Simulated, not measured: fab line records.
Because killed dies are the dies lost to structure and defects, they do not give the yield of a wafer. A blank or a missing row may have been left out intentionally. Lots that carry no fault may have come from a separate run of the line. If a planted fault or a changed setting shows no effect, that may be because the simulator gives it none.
2 desks looking at one fault || flow n5 finfet || every desk sees just its own numbers, and what lay behind them comes last

TOOL OWNER'S DESK, litho track-05
The tool's own readings at N5_MOL_CONTACT_COAG_COAT_75 (time 60 s, resist thk 60 nm): means of the sampled wafers that have a number, for each lot that ran on this tool. Marked OUT: a lot whose mean sits more than 4 standard deviations from the usual mean, which makes it out of limits; the brackets give that distance.
Columns: A = spin speed rpm at N5_MOL_CONTACT_COAG_COAT_75, usual 1499.9 rpm
{"lot": "L191", "first seen here": "day 6 07:59", "A": "1437.9 (-70) OUT"}
{"lot": "L196", "first seen here": "day 7 12:29", "A": "1438.0 (-70) OUT"}
{"lot": "L205", "first seen here": "day 9 18:43", "A": 1499.1}
Finding of this desk: L191, L196 out of limits; the first was L191 at day 6 07:59, on spin speed rpm at N5_MOL_CONTACT_COAG_COAT_75. L205 stayed within limits.

METROLOGY DESK
What the gauges read, lot by lot, whatever tool the lot ran on: means of the sampled wafers that have a number. Marked OUT: a lot whose mean sits more than 4 standard deviations from the usual mean, which makes it out of limits; the brackets give that distance. Shown here are 7 of its 10 readings, the ones lying furthest out on some lot.
Columns: A = DIBL_N at N5_BEOL_M4_RC_MEAS_101, usual 36.2 mV/V; B = DIBL_P at N5_BEOL_M4_RC_MEAS_101, usual 36.1 mV/V; C = IOFF_N at N5_BEOL_M4_RC_MEAS_101, usual 0.153 nA/um; D = IOFF_P at N5_BEOL_M4_RC_MEAS_101, usual 0.215 nA/um; E = ION_N at N5_BEOL_M4_RC_MEAS_101, usual 672 uA/um; F = ION_P at N5_BEOL_M4_RC_MEAS_101, usual 463 uA/um; G = VT_N at N5_BEOL_M4_RC_MEAS_101, usual 250.6 mV
{"lot": "L191", "first seen here": "day 9 03:25", "A": 34.6, "B": 35.1, "C": 0.123, "D": 0.188, "E": 655, "F": 462, "G": 253.7}
{"lot": "L196", "first seen here": "day 10 13:29", "A": 38.2, "B": 39.1, "C": 0.161, "D": 0.247, "E": 673, "F": 467, "G": 250.9}
{"lot": "L201", "first seen here": "day 12 05:00", "A": 36.4, "B": 36.2, "C": 0.154, "D": 0.209, "E": 672, "F": 462, "G": 249.2}
{"lot": "L205", "first seen here": "day 12 07:05", "A": 36.8, "B": 35.7, "C": 0.152, "D": 0.215, "E": 662, "F": 457, "G": 250.9}
Result from this desk: across the 4 lots, nothing is out of limits.

BROUGHT TOGETHER
At day 6 07:59, on L191, L196, the tool owner's desk was in a position to raise an alarm.
Metrology desk: nothing out of limits seen.
The metrology desk holds a record of L191, L196, inside its limits.
On litho track-05, each named lot ran N5_MOL_CONTACT_COAG_COAT_75.

WHAT THE SIMULATOR PUT IN
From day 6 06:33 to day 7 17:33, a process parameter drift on litho track-05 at N5_MOL_CONTACT_COAG_COAT_75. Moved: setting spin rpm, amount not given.
Shown lots that were struck: L191, L196.
Hours from the fault's start to each desk's first reading out of limits: the tool owner's desk, 1.
